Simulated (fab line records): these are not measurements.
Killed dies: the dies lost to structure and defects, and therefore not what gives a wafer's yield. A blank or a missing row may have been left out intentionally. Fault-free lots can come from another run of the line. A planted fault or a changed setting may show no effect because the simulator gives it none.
The tool behind it: which one?    flow nand harc    13 lots, 39 wafers sampled, at 4 steps of a route of 1302

WHAT EACH GAUGE READ, for each wafer
NHARC_A_ONON_D1_THK_MEAS_14: measures by ellipsometry.
lot   measured      on             thk nm (nm)
L102  day 8 11:15   film metro-01  984 982 984
L103  day 8 11:14   film metro-02  999 1000 998
L104  day 8 17:54   film metro-02  997 998 998
L105  day 8 23:01   film metro-02  993 993 996
L106  day 9 18:38   film metro-01  982 982 982
L107  day 10 01:52  film metro-01  1008 1007 1008
L108  day 10 10:55  film metro-02  1002 1003 1005
L117  day 14 03:52  film metro-02  994 994 994
L116  day 14 03:53  film metro-01  1009 1007 1009
L121  day 15 19:47  film metro-02  1001 997 998
L122  day 16 10:13  film metro-01  1007 1006 1007
L124  day 16 23:22  film metro-01  1001 1002 999
L125  day 17 09:04  film metro-02  1001 999 1001

NHARC_A_ONON_D1_THK_MEAS_21: measures by ellipsometry.
lot   measured      on             thk nm (nm)
L102  day 8 19:34   film metro-02  1023 1024 1023
L103  day 8 19:34   film metro-01  1016 1015 1014
L104  day 9 03:37   film metro-01  984 983 984
L105  day 9 10:34   film metro-01  989 986 988
L106  day 10 02:56  film metro-01  1000 1002 1002
L107  day 10 10:50  film metro-01  1001 1001 1001
L108  day 10 19:17  film metro-01  1006 1006 1007
L117  day 14 12:03  film metro-01  991 992 992
L116  day 14 12:03  film metro-02  1000 998 1047
L121  day 16 01:23  film metro-02  1008 1008 1007
L122  day 16 19:10  film metro-01  994 993 994
L124  day 17 09:14  film metro-01  1007 1006 1004
L125  day 17 18:12  film metro-01  1006 1006 1005

WHICH TOOL RAN EACH LOT (tool, then ch and the chambers of the sampled wafers, then the start)
lot   NHARC_A_ZERO_WELL_DESCUM_12         NHARC_A_ONON_D1_DEP_19
L102  rie diel-07 ch 0,1,3, day 7 09:53   pecvd onon-03 ch 0, day 8 19:04
L103  rie diel-07 ch 0,3, day 7 11:33     pecvd onon-04 ch 0, day 8 19:04
L104  rie diel-04 ch 1,2, day 7 18:18     pecvd onon-03 ch 0, day 9 03:06
L105  rie diel-11 ch 1,2, day 7 22:42     pecvd onon-02 ch 0, day 9 10:07
L106  rie diel-07 ch 0,1,2, day 8 11:47   pecvd onon-04 ch 0, day 10 02:25
L107  rie diel-07 ch 0,1,2, day 8 23:53   pecvd onon-03 ch 0, day 10 10:20
L108  rie diel-11 ch 0,1, day 9 09:01     pecvd onon-04 ch 0, day 10 18:46
L117  rie diel-07 ch 1,2,3, day 13 01:28  pecvd onon-02 ch 0, day 14 11:32
L116  rie diel-07 ch 0,1,2, day 13 02:43  pecvd onon-03 ch 0, day 14 11:36
L121  rie diel-07 ch 2,3, day 14 18:19    pecvd onon-02 ch 0, day 16 00:52
L122  rie diel-11 ch 1,2,3, day 15 07:35  pecvd onon-04 ch 0, day 16 18:38
L124  rie diel-11 ch 0,1,2, day 15 20:39  pecvd onon-03 ch 0, day 17 08:44
L125  rie diel-07 ch 0,1,3, day 16 08:18  pecvd onon-04 ch 0, day 17 17:45
- NHARC_A_ZERO_WELL_DESCUM_12: chemistry O2, time 3 s.
- NHARC_A_ONON_D1_DEP_19: target thk 1000 nm.

WHAT THE TOOLS THEMSELVES READ (means of the sampled wafers that have a number; where no wafer has one, the mark that the record gives instead)
NHARC_A_ZERO_WELL_DESCUM_12.
lot   tool         drypump motor current A (A)  o2 flow sccm (sccm)  oes product au (a.u.)  rf vpp V (V)  showerhead plenum p Torr (Torr)  throttle valve pct (%)
L102  rie diel-07  5.4                          200.0                1.007                  57.9          1.95                             11.313
L103  rie diel-07  5.3                          200.0                1.008                  58.7          1.99                             11.302
L104  rie diel-04  5.1                          200.2                1.003                  57.2          1.81                             11.301
L105  rie diel-11  5.2                          200.1                0.994                  58.3          1.77                             11.311
L106  rie diel-07  5.8                          199.7                1.000                  58.5          1.93                             11.310
L107  rie diel-07  5.8                          200.0                1.001                  58.2          1.93                             11.306
L108  rie diel-11  6.0                          199.6                1.003                  57.0          1.81                             11.314
L117  rie diel-07  5.8                          200.3                0.994                  58.2          1.94                             11.312
L116  rie diel-07  5.8                          199.9                1.002                  57.9          1.93                             11.309
L121  rie diel-07  5.9                          200.0                0.994                  57.5          1.97                             11.308
L122  rie diel-11  5.4                          200.2                1.001                  57.8          1.87                             11.316
L124  rie diel-11  5.6                          200.5                1.003                  56.6          1.89                             11.313
L125  rie diel-07  5.4                          200.2                1.007                  57.0          1.94                             11.312

THE ANSWER, worked out from the rows above alone
Rule: the lots themselves supply what counts as usual. The widest of any qualifying gaps counts: lots, ordered by their means at a reading, are off when they make up no more than a third of the lots, leave a main group of 4 or more, and stand apart from it by 3 or more times the standard deviation of that group's means. The tables above print the reading to a certain number of digits; a main group whose means all agree to those digits is not used. Also off: a lot with no number at a reading for which 4 or more lots have one. All remaining lots with rows at the step are treated as sound. First the gauges in route order, then the tools' own readings, where a lot's mean is used as printed above. The first step at which some lot is off is used, and at that step the reading that is off furthest; a lot without a number counts as furthest.
Across all readings shown, no lot is off: no conclusion can be drawn from this.

WHAT THE SIMULATOR HAD PUT IN
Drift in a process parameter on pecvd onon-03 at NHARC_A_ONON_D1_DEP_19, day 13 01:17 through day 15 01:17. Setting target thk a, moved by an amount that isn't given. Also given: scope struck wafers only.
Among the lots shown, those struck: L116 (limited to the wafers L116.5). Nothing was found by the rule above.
